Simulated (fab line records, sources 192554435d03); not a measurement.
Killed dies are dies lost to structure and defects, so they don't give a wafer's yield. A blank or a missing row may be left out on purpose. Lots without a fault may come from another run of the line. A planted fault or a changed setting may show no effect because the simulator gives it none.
Problem report in the 8D (eight disciplines) form, filled by code | flow n5_finfet | the parts of the form that need people (team, actions taken, sign-off) are left out
Where a reading is given only as a bound, like >300, the bound stands for it, and a mean or a difference that rests on one is marked > or <: the true number lies beyond.

1. THE PROBLEM
raw_defect_count at N5_BEOL_M13_INSPECT_30 reads a mean of >300 on 6 wafers of 2 lots; wafers without a fault read 2.2 with a standard deviation of 1.4. That is +99 or more standard deviations from the usual mean.
The step: inspects for defects (macro).
First seen on wafer L597.2, day 12 06:18, on defect_inspect-01. The record holds 33 wafers of 11 lots with a number at this step. Rule for "out", or "out of limits": more than 4 standard deviations from the usual mean. The other wafers with a number count as sound.

2. WHAT IT IS AND WHAT IT IS NOT
question                    | is                                   | is not
which readings at this step | raw_defect_count                     | -
which lots                  | L597, L598                           | L593, L594, L607, L610, L611, L612, L613, L614, L615
which wafers of those lots  | all that have a number               | -
read on which gauges        | defect_inspect-01, defect_inspect-02 | -
when                        | from day 12 06:18                    | up to then (6 sound wafers); but 21 sound wafers of L607, L610, L611, L612, L613, L614, L615 came after

3. SUSPECTS, AND WHAT RULES EACH OUT
Counting: a tool at a process step up to the reading stays a suspect if it ran every lot that is out and no sound lot after the first of them.
- the gauge at N5_BEOL_M13_INSPECT_30: ruled out. The wafers that are out were read on 2 gauges (defect_inspect-01, defect_inspect-02).
- plasma_asher-01 at N5_BEOL_M13_STRIP_63 (strips in N2/H2): ruled out as a lasting fault. Sound lots L610, L607, L613, L615, L612, L614 ran on it after its first lot that is out, L597 (day 12 05:43).
Left after counting: nothing in the record.

4. THE CAUSE (what the simulator had put in)
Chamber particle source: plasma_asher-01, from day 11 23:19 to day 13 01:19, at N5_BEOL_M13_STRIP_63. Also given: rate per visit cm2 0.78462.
Counting ruled it out, wrongly: the rule takes a fault to strike every lot that its tool runs from its start on, and this one did not.

5. THE CHAIN OF EFFECTS, in route order
Each row: a reading whose mean over the struck wafers that have a number lies more than 3 standard deviations from the usual. Only readings for which the record gives a usual standard deviation are gone through. hours: the time from each lot's start at the first step in this table that gives one to its start at this step, as a median over the lots. sigmas: the change in usual standard deviations.
hours | step                    | reading              | usual  | on struck wafers | change | sigmas
0     | N5_BEOL_M13_INSPECT_30  | raw_defect_count     | 2.2    | >300             | >+298  | +99 or more
31    | N5_PASSIVATION_PROBE_49 | defect_limited_yield | 91.4 % | 83.1             | -8.3   | -5.5
31    | N5_PASSIVATION_PROBE_49 | killed_at_M4_up      | 14     | 116              | +102   | +19
31    | N5_PASSIVATION_PROBE_49 | killed_dies          | 102    | 199              | +97    | +5.7
31    | N5_PASSIVATION_PROBE_49 | sort_bin_5_function  | 5.1 %  | 10.4             | +5.3   | +5.6
31    | N5_PASSIVATION_PROBE_49 | sort_n_pass          | 1078   | 981              | -97    | -5.4
31    | N5_PASSIVATION_PROBE_49 | sort_yield_pct       | 91.3 % | 83.1             | -8.2   | -5.4
The process steps in it:
- N5_PASSIVATION_PROBE_49

6. WHAT WOULD HAVE CAUGHT IT SOONER
In this record the first reading out of limits at a measuring or inspecting step was taken at day 12 06:18, 7 hours after the fault began at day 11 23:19.
Of the tool readings at N5_BEOL_M13_STRIP_63 for which the record gives a usual standard deviation, none was out on any struck wafer, so an alarm limit of 4 standard deviations on them would not have fired.
